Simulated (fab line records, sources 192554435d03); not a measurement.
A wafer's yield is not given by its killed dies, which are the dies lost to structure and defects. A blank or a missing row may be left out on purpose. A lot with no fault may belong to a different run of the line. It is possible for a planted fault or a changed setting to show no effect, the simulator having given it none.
Which of the tools did it? :: flow n5_finfet :: 20 wafers from 7 lots sampled at 3 of the route's 1938 steps

WHAT THE GAUGES READ, wafer by wafer
N5_MIM_BOT_LITHO_CD_MEAS_08 targets a cd of 3000 nm.
lot: L724
measured: day 12 09:08
on: cd_sem-03
cd_nm (nm): 3001.3 2999.7 2998.2

lot: L726
measured: day 13 01:29
on: cd_sem-02
cd_nm (nm): 2998.7 2998.2 2995.8

lot: L731
measured: day 13 10:05
on: cd_sem-03
cd_nm (nm): - - -

lot: L739
measured: day 15 11:32
on: cd_sem-02
cd_nm (nm): 3000.0 2999.8 3000.8

lot: L741
measured: day 15 21:56
on: cd_sem-03
cd_nm (nm): 2998.9 2998.4 2998.9

lot: L745
measured: day 17 00:10
on: cd_sem-01
cd_nm (nm): 2996.9 3001.7 2998.7

lot: L746
measured: day 17 02:00
on: cd_sem-01
cd_nm (nm): 3000.5 2999.8

WHAT TOOL EACH LOT RAN ON (gives the tool, then ch and the chambers of the sampled wafers, and finally the start)
lot: L724
N5_MIM_TOP_ALD_02: ald_hk-01 ch 0,2,3, day 12 08:09 or earlier
N5_MIM_BOT_LITHO_PEB_06: litho_track-03 ch 0, day 12 09:01

lot: L726
N5_MIM_TOP_ALD_02: ald_hk-02 ch 0,2,3, day 13 00:40 or earlier
N5_MIM_BOT_LITHO_PEB_06: litho_track-02 ch 0, day 13 01:22

lot: L731
N5_MIM_TOP_ALD_02: ald_hk-01 ch 0,1,3, day 13 09:20 or earlier
N5_MIM_BOT_LITHO_PEB_06: litho_track-02, day 13 09:58

lot: L739
N5_MIM_TOP_ALD_02: ald_hk-01 ch 0,3, day 15 10:49 or earlier
N5_MIM_BOT_LITHO_PEB_06: litho_track-02 ch 0, day 15 11:25

lot: L741
N5_MIM_TOP_ALD_02: ald_hk-02 ch 0,1,2, day 15 21:13 or earlier
N5_MIM_BOT_LITHO_PEB_06: litho_track-01 ch 0, day 15 21:49

lot: L745
N5_MIM_TOP_ALD_02: ald_hk-01 ch 0,3, day 16 23:25 or earlier
N5_MIM_BOT_LITHO_PEB_06: litho_track-02 ch 0, day 17 00:03

lot: L746
N5_MIM_TOP_ALD_02: ald_hk-03 ch 0,1, day 17 00:38 or earlier
N5_MIM_BOT_LITHO_PEB_06: litho_track-01 ch 0, day 17 01:53
- N5_MIM_TOP_ALD_02: deposits Al2O3, purge time 3 s, co reactant pulse time 3 s.
- N5_MIM_BOT_LITHO_PEB_06

THE ANSWER, worked out from the rows above alone
Rule: the lots themselves supply what counts as usual. The widest of any qualifying gaps counts: lots, ordered by their means at a reading, are off when they make up no more than a third of the lots, leave a main group of 4 or more, and stand apart from it by 3 or more times the standard deviation of that group's means. Not used: any main group whose means are identical at the precision the tables above print for the reading. A lot without any number at a reading at which 4 lots or more have one is off too. Any other lot the step has rows for is counted as sound.
Off: L731 (N5_MIM_BOT_LITHO_CD_MEAS_08, cd_nm). Without a number there: L731. Main group: mean 2999.2 nm, sd 0.92.
If a tool, at a process step before that reading, ran all the lots that are off and no sound lot after the first of them, it fits. Those tools and the gauges at N5_MIM_BOT_LITHO_CD_MEAS_08 are tried in the same way. With no start given for some of its lots, N5_MIM_TOP_ALD_02 uses the hours and lot order of N5_MIM_TOP_LITHO_OVL_MEAS_11. No candidate that was tried fits.

WHAT THE SIMULATOR PUT IN
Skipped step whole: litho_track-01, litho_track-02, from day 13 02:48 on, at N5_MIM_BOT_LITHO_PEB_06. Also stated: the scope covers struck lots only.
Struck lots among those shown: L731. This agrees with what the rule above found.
